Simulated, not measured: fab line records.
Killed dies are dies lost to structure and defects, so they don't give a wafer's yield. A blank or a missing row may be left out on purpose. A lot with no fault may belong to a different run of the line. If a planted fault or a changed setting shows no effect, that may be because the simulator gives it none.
The tool behind it: which one?	flow n5-finfet	72 wafers from 24 lots sampled at 6 of the route's 1938 steps

## WHAT THE GAUGES READ, wafer by wafer
N5_BEOL_M3_THK_MEAS_53: measures by xrf. Usual: M3_THK typically reads 39.2 nm, with standard deviation 1.7.
lot	measured	on	M3_THK (nm)	flag
L074	day 7 08:51	film-metro-02	38.1 39.2 37.5	
L076	day 7 16:08	film-metro-02	41.3 39.1 40.9	
L075	day 7 19:35	film-metro-01	39.6 40.6 40.0	
L077	day 8 00:23	film-metro-01	37.6 41.4 39.1	
L078	day 8 09:13	film-metro-02	40.4 40.5 41.6	
L079	day 8 14:58	film-metro-01	40.7 38.5 40.9	
L081	day 8 23:28	film-metro-01	36.9 39.7 39.8	
L080	day 9 00:22	film-metro-01	39.3 36.7 39.4	
L082	day 9 06:01	film-metro-01	39.4 38.4 37.7	
L083	day 9 15:52	film-metro-02	39.9 40.3 41.8	
L084	day 9 18:46	film-metro-02	39.6 40.3 42.6	
L085	day 10 06:07	film-metro-02	39.8 39.4 37.3	
L086	day 10 08:22	film-metro-02	33.7 38.7 36.0	
L088	day 10 19:50	film-metro-01	39.4 36.7 36.5	
L087	day 10 20:09	film-metro-01	39.0 37.9 40.3	
L089	day 10 22:41	film-metro-02	40.2 40.9 42.6	
L091	day 11 10:43	film-metro-01	36.4 40.7 39.3	
L090	day 12 03:34	film-metro-01	37.7 37.0 37.7	
L093	day 12 06:37	film-metro-02	37.8 40.4 39.3	
L092	day 12 15:27	film-metro-01	40.9 38.7 38.4	
L094	day 12 23:34	film-metro-01	37.3 40.6 40.0	
L095	day 13 00:38	film-metro-01	37.1 39.8 36.1	
L096	day 13 06:08	film-metro-02	40.2 39.7 38.3	
L097	day 13 10:17	film-metro-02	41.3 39.0 42.3	

N5_BEOL_M3_RS_MEAS_58: measures by four-point-probe. Usual: M3_RS typically reads 0.68 ohm/sq, with standard deviation 0.039.
lot	measured	on	M3_RS (ohm/sq)	flag
L074	day 7 09:07	film-metro-02	0.72 0.69 0.73	
L076	day 7 16:24	film-metro-01	0.65 0.70 0.66	
L075	day 7 19:51	film-metro-01	0.68 0.65 0.66	
L077	day 8 00:38	film-metro-01	0.72 0.63 0.68	
L078	day 8 09:28	film-metro-01	0.66 0.66 0.63	
L079	day 8 15:13	film-metro-02	0.64 0.69 0.64	
L081	day 8 23:43	film-metro-02	0.72 0.66 0.65	
L080	day 9 00:47	film-metro-01	0.68 0.74 0.67	
L082	day 9 06:16	film-metro-02	0.67 0.69 0.71	
L083	day 9 16:17	film-metro-02	0.68 0.67 0.64	
L084	day 9 19:02	film-metro-02	0.68 0.65 0.61	
L085	day 10 06:23	film-metro-02	0.67 0.68 0.73	
L086	day 10 08:37	film-metro-01	0.84 0.70 0.76	
L088	day 10 20:05	film-metro-01	0.68 0.74 0.75	
L087	day 10 20:25	film-metro-02	0.68 0.70 0.65	
L089	day 10 22:57	film-metro-02	0.66 0.66 0.62	
L091	day 11 11:13	film-metro-02	0.74 0.64 0.68	
L090	day 12 03:49	film-metro-02	0.72 0.74 0.72	
L093	day 12 06:52	film-metro-02	0.72 0.66 0.68	
L092	day 12 15:43	film-metro-01	0.64 0.70 0.70	
L094	day 12 23:50	film-metro-02	0.73 0.66 0.67	
L095	day 13 00:54	film-metro-01	0.72 0.66 0.75	
L096	day 13 06:24	film-metro-01	0.66 0.67 0.71	
L097	day 13 10:33	film-metro-01	0.64 0.69 0.62	

N5_BEOL_M4_OVL_MEAS_29. Usual: V3_OVL typically reads 0.1 nm, with standard deviation 0.69.
lot	measured	on	V3_OVL (nm)	flag
L074	day 7 11:20	overlay-02	0.6 0.1 0.9	
L076	day 7 18:23	overlay-02	-0.4 0.1 -1.0	
L075	day 7 22:07	overlay-02	0.5 0.3 0.1	
L077	day 8 03:31	overlay-02	-0.4 -0.8 -0.2	
L078	day 8 12:32	overlay-02	0.3 -0.2 0.4	
L079	day 8 19:01	overlay-01	-0.3 -0.2 -0.6	
L081	day 9 02:16	overlay-02	1.0 1.1 1.8	
L080	day 9 03:05	overlay-02	0.7 -0.2 0.0	
L082	day 9 09:15	overlay-01	-0.5 -1.8 -1.3	
L083	day 9 20:20	overlay-02	1.1 0.3 -0.5	
L084	day 9 21:04	overlay-01	0.7 0.8 -0.2	
L085	day 10 09:11	overlay-02	0.8 0.6 0.3	
L086	day 10 10:34	overlay-01	0.2 1.2 0.4	
L088	day 10 22:16	overlay-01	-0.1 0.1 0.3	
L087	day 11 00:10	overlay-01	0.1 0.4 -0.2	
L089	day 11 01:17	overlay-02	1.2 -0.2 0.8	
L091	day 11 12:53	overlay-02	0.7 -1.1 -0.4	
L090	day 12 07:09	overlay-02	0.3 0.1 0.2	
L093	day 12 09:33	overlay-02	0.2 0.0 0.1	
L092	day 12 19:14	overlay-02	-0.2 0.3 0.2	
L094	day 13 02:25	overlay-01	0.9 1.1 0.5	
L095	day 13 03:36	overlay-02	0.4 -0.6 -0.4	
L096	day 13 09:53	overlay-02	-0.4 -1.6 -1.8	
L097	day 13 13:14	overlay-02	-0.3 0.4 0.5	

N5_BEOL_M4_INSPECT_30: inspects for defects (brightfield). Usual: raw-defect-count 449, standard deviation 110.
lot	measured	on	raw-defect-count	flag
L074	day 7 11:23	defect-inspect-01	428 465 262	
L076	day 7 18:27	defect-inspect-02	497 546 569	
L075	day 7 22:10	defect-inspect-01	376 409 372	
L077	day 8 03:34	defect-inspect-01	380 579 502	
L078	day 8 12:35	defect-inspect-01	327 447 434	
L079	day 8 19:04	defect-inspect-02	382 482 520	
L081	day 9 02:19	defect-inspect-02	436 406 341	
L080	day 9 03:09	defect-inspect-02	593 323 345	
L082	day 9 09:18	defect-inspect-02	356 537 411	
L083	day 9 20:23	defect-inspect-02	447 455 345	
L084	day 9 21:08	defect-inspect-01	415 490 493	
L085	day 10 09:14	defect-inspect-01	358 413 471	
L086	day 10 10:37	defect-inspect-02	467 464 478	
L088	day 10 22:19	defect-inspect-02	336 295 294	
L087	day 11 00:14	defect-inspect-01	553 775 385	
L089	day 11 01:20	defect-inspect-02	297 339 402	
L091	day 11 12:56	defect-inspect-01	559 587 433	
L090	day 12 07:13	defect-inspect-02	379 430 379	
L093	day 12 09:37	defect-inspect-01	817 556 509	
L092	day 12 19:17	defect-inspect-01	309 510 379	
L094	day 13 02:29	defect-inspect-01	364 448 558	
L095	day 13 03:38	defect-inspect-01	466 559 779	
L096	day 13 09:56	defect-inspect-01	357 404 467	
L097	day 13 13:17	defect-inspect-02	492 367 307	

## EACH LOT AND THE TOOL THAT RAN IT (in order: tool; ch and the chambers of the sampled wafers; start)
lot	N5_BEOL_M3_ANNEAL_89	N5_BEOL_M4_DESCUM_16
L074	pvd-sputter-02, day 7 07:16	rie-diel-02 ch 0,1,3, day 7 10:27
L076	pvd-sputter-02, day 7 14:34	rie-diel-02 ch 1,2,3, day 7 17:23
L075	pvd-sputter-01, day 7 18:00	rie-diel-02 ch 0,2,3, day 7 21:20
L077	pvd-sputter-03, day 7 22:47	rie-diel-02 ch 0,1,3, day 8 02:20
L078	pvd-sputter-03, day 8 07:37	rie-diel-04 ch 2,3, day 8 11:44
L079	pvd-sputter-02, day 8 13:22	rie-diel-02 ch 1,2, day 8 18:05
L081	pvd-sputter-02, day 8 21:52	rie-diel-02 ch 0,1, day 9 01:07
L080	pvd-sputter-01, day 8 22:44	rie-diel-04 ch 0,2,3, day 9 02:17
L082	pvd-sputter-01, day 9 04:25	rie-diel-04 ch 0,3, day 9 08:20
L083	pvd-sputter-02, day 9 13:54	rie-diel-05 ch 1,2, day 9 19:14
L084	pvd-sputter-02, day 9 17:11	rie-diel-05 ch 1,2, day 9 20:11
L085	pvd-sputter-03, day 10 04:32	rie-diel-05 ch 1,2,3, day 10 08:23
L086	pvd-sputter-02, day 10 06:46	rie-diel-04 ch 0,2,3, day 10 09:40
L088	pvd-sputter-02, day 10 18:14	rie-diel-04 ch 0,2,3, day 10 21:20
L087	pvd-sputter-01, day 10 18:33	rie-diel-04 ch 0,1,3, day 10 23:17
L089	pvd-sputter-01, day 10 21:05	rie-diel-04 ch 0,1,3, day 11 00:22
L091	pvd-sputter-02, day 11 08:51	rie-diel-05 ch 0,1,3, day 11 11:58
L090	pvd-sputter-03, day 12 01:49	rie-diel-02 ch 1,2,3, day 12 06:22
L093	pvd-sputter-02, day 12 04:25	rie-diel-02 ch 1,2,3, day 12 08:44
L092	pvd-sputter-02, day 12 13:22	rie-diel-05 ch 1,2, day 12 18:19
L094	pvd-sputter-03, day 12 20:42	rie-diel-04 ch 0,2,3, day 13 01:22
L095	pvd-sputter-01, day 12 21:55	rie-diel-02 ch 1,2, day 13 02:37
L096	pvd-sputter-01, day 13 04:31	rie-diel-02 ch 1,2, day 13 09:02
L097	pvd-sputter-02, day 13 08:42	rie-diel-02 ch 0,1, day 13 12:12
- N5_BEOL_M3_ANNEAL_89: time 240 s.
- N5_BEOL_M4_DESCUM_16: chemistry O2, time 7 s.

## AS READ BY THE TOOLS THEMSELVES (means over the sampled wafers that have a number; for cases with no such wafer, the mark the record gives instead)
N5_BEOL_M3_ANNEAL_89. Usual: heater-power-w 836 W, standard deviation 85.
lot	tool	heater-power-w (W)	flag
L074	pvd-sputter-02	923	
L076	pvd-sputter-02	888	
L075	pvd-sputter-01	745	
L077	pvd-sputter-03	836	
L078	pvd-sputter-03	850	
L079	pvd-sputter-02	912	
L081	pvd-sputter-02	837	
L080	pvd-sputter-01	710	
L082	pvd-sputter-01	730	
L083	pvd-sputter-02	903	
L084	pvd-sputter-02	873	
L085	pvd-sputter-03	837	
L086	pvd-sputter-02	885	
L088	pvd-sputter-02	890	
L087	pvd-sputter-01	712	
L089	pvd-sputter-01	706	
L091	pvd-sputter-02	889	
L090	pvd-sputter-03	870	
L093	pvd-sputter-02	888	
L092	pvd-sputter-02	880	
L094	pvd-sputter-03	837	
L095	pvd-sputter-01	794	
L096	pvd-sputter-01	788	
L097	pvd-sputter-02	874	

N5_BEOL_M4_DESCUM_16. Usual: drypump-motor-current-A 5.8 A, standard deviation 0.4; oes-product-au 0.80 a.u., standard deviation 0.11; rf-vpp-V 243.2 V, standard deviation 1.5; showerhead-plenum-p-Torr 2.09 Torr, standard deviation 0.091; throttle-valve-pct 20.30 %, standard deviation 0.2.
lot	tool	drypump-motor-current-A (A)	oes-product-au (a.u.)	rf-vpp-V (V)	showerhead-plenum-p-Torr (Torr)	throttle-valve-pct (%)	flag
L074	rie-diel-02	6.2	0.78	242.4	2.09	20.30	
L076	rie-diel-02	6.0	0.79	243.5	2.10	20.35	
L075	rie-diel-02	6.1	0.69	242.3	2.04	20.39	
L077	rie-diel-02	6.2	0.77	243.4	2.08	20.31	
L078	rie-diel-04	5.8	0.86	242.7	2.05	20.15	
L079	rie-diel-02	5.8	0.86	244.5	2.14	20.39	
L081	rie-diel-02	6.0	0.76	242.6	2.06	20.38	
L080	rie-diel-04	5.7	0.83	244.1	2.10	20.32	
L082	rie-diel-04	5.9	0.90	243.0	2.10	20.14	
L083	rie-diel-05	5.7	0.74	242.4	1.99	20.35	
L084	rie-diel-05	5.9	0.75	243.5	2.07	20.40	
L085	rie-diel-05	5.7	0.79	242.4	2.02	20.36	
L086	rie-diel-04	5.6	0.81	243.0	2.10	20.35	
L088	rie-diel-04	5.7	0.80	243.7	2.10	20.37	
L087	rie-diel-04	5.7	0.80	244.2	2.14	20.27	
L089	rie-diel-04	5.7	0.80	244.1	2.14	20.26	
L091	rie-diel-05	5.6	0.83	244.4	2.10	20.23	
L090	rie-diel-02	6.0	0.81	242.6	2.09	20.27	
L093	rie-diel-02	6.0	0.81	243.0	2.09	20.26	
L092	rie-diel-05	5.7	0.73	242.1	1.98	20.37	
L094	rie-diel-04	5.6	0.88	243.4	2.09	20.23	
L095	rie-diel-02	5.7	0.88	243.0	2.08	20.22	
L096	rie-diel-02	5.8	0.86	243.0	2.12	20.32	
L097	rie-diel-02	6.0	0.87	244.1	2.19	20.26	

## THE ANSWER, worked out from the rows above alone
Rule: take the mean of a lot's wafers that have a number; if it is more than 3 standard deviations from the usual mean, the lot is off. Also off: a lot with no number at a reading for which 4 or more lots have one. Any other lot the step has rows for is counted as sound. First the gauges in route order, then the tools' own readings, where a lot's mean is used as printed above. At the first step where some lot is off, the reading lying furthest off is the one used; lots without a number count as furthest.
None of the lots is off at any reading shown; this tells nothing.

## WHAT THE SIMULATOR PUT IN
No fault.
